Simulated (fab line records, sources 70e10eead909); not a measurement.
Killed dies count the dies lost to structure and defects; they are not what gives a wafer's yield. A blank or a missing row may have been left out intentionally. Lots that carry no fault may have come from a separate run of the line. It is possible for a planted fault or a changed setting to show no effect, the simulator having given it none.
A lot that was struck, set against a sound lot + flow nand-harc + 14 out of 1159 route steps
Sound: the wafers L584.1, L584.3, L584.4. Struck: wafer L581.5 (left out: L581.6, a lot-mate that was not struck); the cause follows at the end.
For every step that has rows: the tool of each side, followed by ch and its chambers, followed by its first start. Under that, the readings that differ: sound wafers + struck wafers + difference of the means + sigmas: that difference in standard deviations of wafers without a fault.
alike: words and numbers the same on both sides, and readings whose means are apart by under 2 such deviations; not compared: readings that were withheld, readings missing a value for some wafer, numbers with overlapping values and no deviation given by the record, and bounds like >300 which may hide the same value.
The two part at a step that has a row with sigmas, a row that says differs or no value, or rows on one side only. Numbers that don't overlap but have no deviation are shown without sigmas and don't part them. A reading missing from all wafers of one side parts the sides only when that side holds two or more wafers.

first, 9 steps without rows for these wafers: NHARC_A_STAIRCASE_DEHYDRATE_158 (time 120 s); NHARC_A_STAIRCASE_HMDS_159 (time 30 s); NHARC_A_STAIRCASE_COAT_160; NHARC_A_STAIRCASE_SOFTBAKE_161 (time 170 s); NHARC_A_STAIRCASE_EBR_162; NHARC_A_STAIRCASE_EXPOSE_163 (exposes mask STAIR OPEN); NHARC_A_STAIRCASE_PEB_164 (peb time 130 s); NHARC_A_STAIRCASE_DEVELOP_165 (time 140 s); NHARC_A_STAIRCASE_HARDBAKE_167 (time 140 s).
NHARC_A_STAIRCASE_DESCUM_168: chemistry O2, time 3 s.
  sound on rie-diel-11 ch 0,1,2, day 14 22:37; struck on rie-diel-12 ch 0, day 13 20:56
| reading                     | sound       | struck | difference | sigmas |
|-----------------------------|-------------|--------|------------|--------|
| drypump-motor-current-A (A) | 5.5 6.2 5.3 | 6.7    | +1.0       | +2     |
  alike: oes-product-au, rf-vpp-V, showerhead-plenum-p-Torr, throttle-valve-pct
  not compared: rf-hours-counter-h
NHARC_A_STAIRCASE_ETCH_169: etches the open film in CH3F/O2, target depth 50 nm, time 107.1 s.
  sound on rie-diel-11 ch 1,2,3, day 14 22:43; struck on rie-diel-12 ch 3, day 13 21:01
  alike: ch3f-flow-sccm, drypump-motor-current-A, oes-product-au, rf-vpp-V, run-length-s, showerhead-plenum-p-Torr, throttle-valve-pct
  not compared: rf-hours-counter-h
NHARC_A_STAIRCASE_ETCH_170: etches the open film in C4F6/O2, target depth 200 nm, time 66.667 s.
  sound on rie-diel-11 ch 0,2,3, day 14 22:50; struck on rie-diel-12 ch 3, day 13 21:08
| reading          | sound          | struck | difference | sigmas |
|------------------|----------------|--------|------------|--------|
| run-length-s (s) | 87.7 87.6 88.1 | 78.4   | -9.4       | -21    |
  alike: drypump-motor-current-A, oes-product-au, rf-vpp-V, showerhead-plenum-p-Torr, throttle-valve-pct
  not compared: rf-hours-counter-h
NHARC_A_STAIRCASE_STRIP_171: strips in O2.
  sound on plasma-asher-01 ch 0,1, day 14 22:56; struck on plasma-asher-02 ch 0, day 13 21:25
  alike: drypump-motor-current-A, heater-power-w, temp-c
  not compared: rf-hours-counter-h
-- jump in the record: it breaks off in module A_STAIRCASE and resumes in module END (first step shown: number 1159 of the route), and 9 days separate the struck wafers' starts before and after --
NHARC_END_SORT_01:
  sound on prober-01 ch 0, day 23 12:00; struck on prober-02 ch 0, day 22 11:31
| reading         | sound    | struck | difference | sigmas |
|-----------------|----------|--------|------------|--------|
| killed-at-array | 44 33 38 | 675    | +637       | +58    |
| killed-dies     | 53 37 41 | 677    | +633       | +53    |
  alike: killed-at-other, killed-at-periphery, killed-open, killed-short

WHERE THEY PART
Last at NHARC_END_SORT_01 as far as this record goes, first at NHARC_A_STAIRCASE_DESCUM_168.

WHY: whatever the simulator had introduced
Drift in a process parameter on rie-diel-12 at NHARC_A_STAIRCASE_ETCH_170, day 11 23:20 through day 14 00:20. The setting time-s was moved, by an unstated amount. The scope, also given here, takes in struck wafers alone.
